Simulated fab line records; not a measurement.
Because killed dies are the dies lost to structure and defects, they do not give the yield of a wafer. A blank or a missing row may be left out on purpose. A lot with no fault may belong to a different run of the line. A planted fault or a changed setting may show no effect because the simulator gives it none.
Chamber matching -- flow n5-finfet -- N5_MOL_CONTACT_COAG_ETCHBACK_135 on rie-diel-01 has 4 sister chambers
The step etches SiO2 in CHF3, target depth 25 nm, time 16.7 s. 4 wafers are shown with their chamber, then 10 later ones without.

## EACH WAFER AND ITS CHAMBER
wafer,chamber,drypump-motor-current-A (A)
L079.4,0,5.2
L085.3,3,6.4
L088.1,2,5.8
L088.3,1,5.5

## WAFERS MISSING THEIR CHAMBER
wafer,drypump-motor-current-A (A)
L088.5,5.2
L090.1,6.4
L090.2,5.2
L090.4,5.5
L093.1,5.2
L093.3,6.4
L093.6,5.6
L096.1,5.2
L096.5,6.4
L096.6,5.2

## CHAMBER TAKEN BY EACH
wafer,from the rows above,in truth
L088.5,0,0
L090.1,3,3
L090.2,0,0
L090.4,1,1
L093.1,0,0
L093.3,3,3
L093.6,1,1
L096.1,0,0
L096.5,3,3
L096.6,0,0
10 of 10 placed correctly. Left unplaced by these rows: 0. Wrongly placed: 0.
How it was worked out, from the rows above alone: a wafer's distance from a chamber is the root of the sum, over the readings, of the square of ((its reading less the chamber's mean) divided by the reading's scatter). The wafer belongs to the nearest chamber; if the next one is less than 2 further off, it can't be placed. Each chamber's mean is taken over the wafers shown for it. The scatter (one wafer shown for each chamber): square how far every hidden wafer sits from the nearest shown wafer, average those squares and take the square root.
